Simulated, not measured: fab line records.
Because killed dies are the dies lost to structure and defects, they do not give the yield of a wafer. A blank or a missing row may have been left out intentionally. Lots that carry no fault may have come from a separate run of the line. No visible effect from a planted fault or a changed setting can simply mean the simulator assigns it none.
Matching of chambers	flow nand-harc	NHARC_A_SLIT_DESCUM_14 on rie-diel-03: 4 sister chambers
The step chemistry O2, time 3 s. 8 wafers are shown with their chamber, then 9 later ones without.

== WAFERS PAIRED WITH THEIR CHAMBERS ==
wafer	chamber	showerhead-plenum-p-Torr (Torr)	drypump-motor-current-A (A)
L077.3	1	1.98	6.1
L077.5	1	1.98	6.2
L080.1	3	2.03	5.5
L080.3	2	1.84	6.0
L080.5	0	1.90	5.9
L082.1	3	2.03	5.5
L082.4	2	1.83	6.0
L082.5	0	1.90	5.8

== WAFERS WITHOUT THEIR CHAMBER ==
wafer	showerhead-plenum-p-Torr (Torr)	drypump-motor-current-A (A)
L084.2	1.90	5.9
L084.4	1.98	6.2
L084.6	1.90	5.8
L096.3	1.83	6.0
L096.5	1.83	6.0
L096.6	2.03	5.6
L097.1	1.89	5.8
L097.2	2.03	5.5
L097.4	1.83	6.0

== WHICH CHAMBER EACH ONE RAN IN ==
wafer	from the rows above	in truth
L084.2	0	0
L084.4	1	1
L084.6	0	0
L096.3	2	2
L096.5	2	2
L096.6	3	3
L097.1	0	0
L097.2	3	3
L097.4	2	2
9 of 9 placed correctly. Not placeable from these rows: 0. Placed wrongly: 0.
How it was worked out, from the rows above alone: a wafer's distance from a chamber is the root of the sum, over the readings, of the square of ((its reading less the chamber's mean) divided by the reading's scatter). The wafer belongs to the nearest chamber; if the next one is less than 2 further off, it can't be placed. For every chamber, the mean is computed from those of its wafers that are shown. The scatter is the square root of a quotient: the sum, over the shown wafers, of each reading's squared deviation from its chamber's mean, divided by wafers minus chambers.
